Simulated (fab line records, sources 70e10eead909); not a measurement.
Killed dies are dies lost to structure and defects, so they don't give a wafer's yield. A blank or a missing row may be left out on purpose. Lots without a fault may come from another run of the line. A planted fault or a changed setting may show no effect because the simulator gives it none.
Chamber matching | flow nand_harc | NHARC_A_CHANNEL_FILL_D1_ALD_25 on ald_hk-03: 4 sister chambers
The step deposits SiOx, target thk 60 nm, pulse time 10 s, ald cycles 600. 7 wafers are shown with their chamber, then 7 later ones without.

WAFERS WITH THEIR CHAMBER
wafer  | chamber | heater_power_w (W) | susceptor_temp_C (C)
L229.4 | 1       | 515                | 299.99
L237.2 | 0       | 498                | 299.93
L238.1 | 2       | 381                | 299.94
L238.2 | 3       | 497                | 299.50
L238.3 | 1       | 510                | 299.67
L242.1 | 3       | 462                | 300.01
L242.4 | 2       | 361                | 300.13

WAFERS WITHOUT THEIR CHAMBER
wafer  | heater_power_w (W) | susceptor_temp_C (C)
L242.5 | 523                | 300.00
L244.4 | 356                | 300.45
L244.5 | 373                | 300.04
L244.6 | 527                | 300.17
L245.3 | 376                | 300.10
L245.4 | 527                | 300.06
L245.1 | 516                | 300.11

WHICH CHAMBER EACH WENT THROUGH
wafer  | from the rows above          | in truth
L242.5 | can't be placed: 1 or 0 or 3 | 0
L244.4 | 2                            | 2
L244.5 | 2                            | 2
L244.6 | can't be placed: 1 or 0 or 3 | 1
L245.3 | 2                            | 2
L245.4 | can't be placed: 1 or 0 or 3 | 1
L245.1 | can't be placed: 1 or 0 or 3 | 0
Placed correctly: 3 of 7. Can't be placed from these rows: 4 (the true chamber is among the candidates in 4). Placed wrongly: 0.
How it was worked out, from the rows above alone: a wafer's distance from a chamber is the root of the sum, over the readings, of the square of ((its reading less the chamber's mean) divided by the reading's scatter). The wafer belongs to the nearest chamber; if the next one is less than 2 further off, it can't be placed. A chamber's mean is the mean of its shown wafers. The scatter: the root of (the sum of the squares of (reading less its chamber's mean) over the shown wafers, divided by (wafers less chambers)).
